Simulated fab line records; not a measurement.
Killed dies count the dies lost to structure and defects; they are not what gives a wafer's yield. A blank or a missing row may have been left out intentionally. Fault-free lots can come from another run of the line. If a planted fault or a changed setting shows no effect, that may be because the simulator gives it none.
One fault through the eyes of 3 desks + flow n5-finfet + every desk sees just its own numbers, and what lay behind them comes last

== THE TOOL OWNER'S DESK: rie-diel-05 ==
The tool's own readings at N5_BEOL_M12_ETCH_68 (etches SOC in N2/H2, time 285 s): means of the sampled wafers that have a number, for each lot that ran on this tool. If a lot's mean is further than 4 standard deviations from the usual mean, the lot is out of limits and carries the mark OUT (the distance appears in the brackets).
Columns: A = drypump-motor-current-A at N5_BEOL_M12_ETCH_68, usual 6.0 A; B = h2-flow-sccm at N5_BEOL_M12_ETCH_68, usual 199.9 sccm; C = oes-product-au at N5_BEOL_M12_ETCH_68, usual 0.82 a.u.; D = rf-vpp-V at N5_BEOL_M12_ETCH_68, usual 523.5 V; E = showerhead-plenum-p-Torr at N5_BEOL_M12_ETCH_68, usual 2.53 Torr; F = throttle-valve-pct at N5_BEOL_M12_ETCH_68, usual 17.76 %
| lot  | first seen here | A   | B     | C    | D     | E    | F     |
|------|-----------------|-----|-------|------|-------|------|-------|
| L787 | day 10 15:56    | 6.2 | 199.9 | 0.81 | 523.4 | 2.53 | 17.87 |
| L799 | day 13 19:43    | 6.2 | 200.9 | 0.83 | 520.4 | 2.47 | 17.72 |
| L802 | day 14 01:46    | 6.3 | 200.5 | 0.76 | 521.7 | 2.45 | 17.62 |
| L801 | day 14 06:14    | 6.2 | 200.8 | 0.94 | 523.7 | 2.54 | 17.83 |
| L808 | day 16 08:33    | 6.2 | 199.9 | 0.75 | 520.2 | 2.44 | 17.67 |
Result from this desk: across the 5 lots, nothing is out of limits.

== THE DEFECT DESK ==
Lot by lot, what the route's inspections counted, given as the mean of those sampled wafers with a number. If a lot's mean is further than 4 standard deviations from the usual mean, the lot is out of limits and carries the mark OUT (the distance appears in the brackets).
Columns: A = raw-defect-count at N5_BEOL_M12_INSPECT_30, usual 2.0
| lot  | first seen here | A   |
|------|-----------------|-----|
| L787 | day 10 15:36    | 1.7 |
| L799 | day 13 19:28    | 0.3 |
| L802 | day 14 00:50    | 1.0 |
| L801 | day 14 06:00    | 2.0 |
| L807 | day 15 10:52    | 3.3 |
| L808 | day 16 08:20    | 0.7 |
| L809 | day 16 15:18    | 1.7 |
Result from this desk: across the 7 lots, nothing is out of limits.

== FROM THE METROLOGY DESK ==
What the gauges read, lot by lot, whatever tool the lot ran on: means of the sampled wafers that have a number. If a lot's mean is further than 4 standard deviations from the usual mean, the lot is out of limits and carries the mark OUT (the distance appears in the brackets).
Columns: A = cd-nm at N5_BEOL_M12_CD_MEAS_28, usual 159.3 nm; B = M12_OVL at N5_BEOL_M12_OVL_MEAS_29, usual 1 nm
| lot  | first seen here | A     | B  |
|------|-----------------|-------|----|
| L787 | day 10 15:33    | 159.6 | -3 |
| L799 | day 13 19:25    | 159.4 | 4  |
| L802 | day 14 00:47    | 159.1 | 3  |
| L801 | day 14 05:57    | 160.9 | -8 |
| L807 | day 15 10:48    | 159.3 | 1  |
| L808 | day 16 08:17    | 159.7 | -1 |
| L809 | day 16 15:15    | 158.8 | -6 |
Result from this desk: across the 7 lots, nothing is out of limits.

== ALL TOGETHER ==
The desk of the tool owner found nothing out of limits.
Nothing out of limits was seen by the defect desk.
Nothing out of limits was seen by the metrology desk.

== WHAT HAD BEEN PUT IN BY THE SIMULATOR ==
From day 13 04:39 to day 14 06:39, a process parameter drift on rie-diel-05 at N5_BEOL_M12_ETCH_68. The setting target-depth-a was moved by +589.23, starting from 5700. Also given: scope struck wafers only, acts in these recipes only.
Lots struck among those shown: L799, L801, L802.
